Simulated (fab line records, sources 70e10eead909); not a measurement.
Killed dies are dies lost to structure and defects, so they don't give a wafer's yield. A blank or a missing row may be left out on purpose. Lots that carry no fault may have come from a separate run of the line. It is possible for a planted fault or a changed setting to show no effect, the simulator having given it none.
Matching of chambers ; flow nand_harc ; ald_hk-01 running NHARC_A_WL_FILL_ALD_10: 4 sister chambers
The step deposits SiO2, target thk 50 nm, pulse time 10 s, ald cycles 500. 14 wafers are shown with their chamber, then 7 later ones without.

## WAFERS, EACH WITH ITS CHAMBER
wafer;chamber;heater_power_w (W);precursor_pulse_height_rel
L076.3;0;435;0.985
L076.4;3;524;1.013
L076.5;0;426;0.987
L079.4;1;384;0.990
L079.5;3;512;0.979
L079.6;0;436;0.989
L086.2;0;450;0.996
L086.3;3;532;1.004
L086.1;2;438;0.978
L087.1;3;525;0.982
L087.4;2;446;0.967
L087.5;0;448;0.989
L094.1;1;412;0.979
L094.2;0;449;1.005

SIGNATURES (means of the wafers above)
reading;chamber 0;chamber 1;chamber 2;chamber 3;scatter within a chamber
heater_power_w;440.67;398.00;442.00;523.25;10.5
precursor_pulse_height_rel;0.99183;0.98450;0.97250;0.99450;0.0111
Rule: for each reading, subtract the chamber's mean from the wafer's reading, divide by that reading's scatter and square the result; add these up over the readings and take the root, which gives the wafer's distance from the chamber. If the next closest chamber is less than 2 further off than the closest, the wafer can't be placed; otherwise it belongs to the closest. The scatter is the square root of a quotient: the sum, over the shown wafers, of each reading's squared deviation from its chamber's mean, divided by wafers minus chambers.

## WAFERS WITHOUT THEIR CHAMBER
wafer;heater_power_w (W);precursor_pulse_height_rel
L094.3;518;0.976
L094.4;442;1.002
L094.5;437;1.012
L094.6;427;1.019
L096.1;457;1.008
L096.2;417;0.937
L096.5;415;1.012

## WHICH CHAMBER EACH ONE RAN IN
wafer;from the rows above;in truth
L094.3;3;3
L094.4;can't be placed: 0 or 2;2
L094.5;can't be placed: 0 or 2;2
L094.6;can't be placed: 0 or 1 or 2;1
L096.1;can't be placed: 0 or 2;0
L096.2;can't be placed: 2 or 1 or 0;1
L096.5;can't be placed: 1 or 0 or 2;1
Placed correctly: 1 of 7. Can't be placed from these rows: 6 (the true chamber is among the candidates in 6). Placed wrongly: 0.
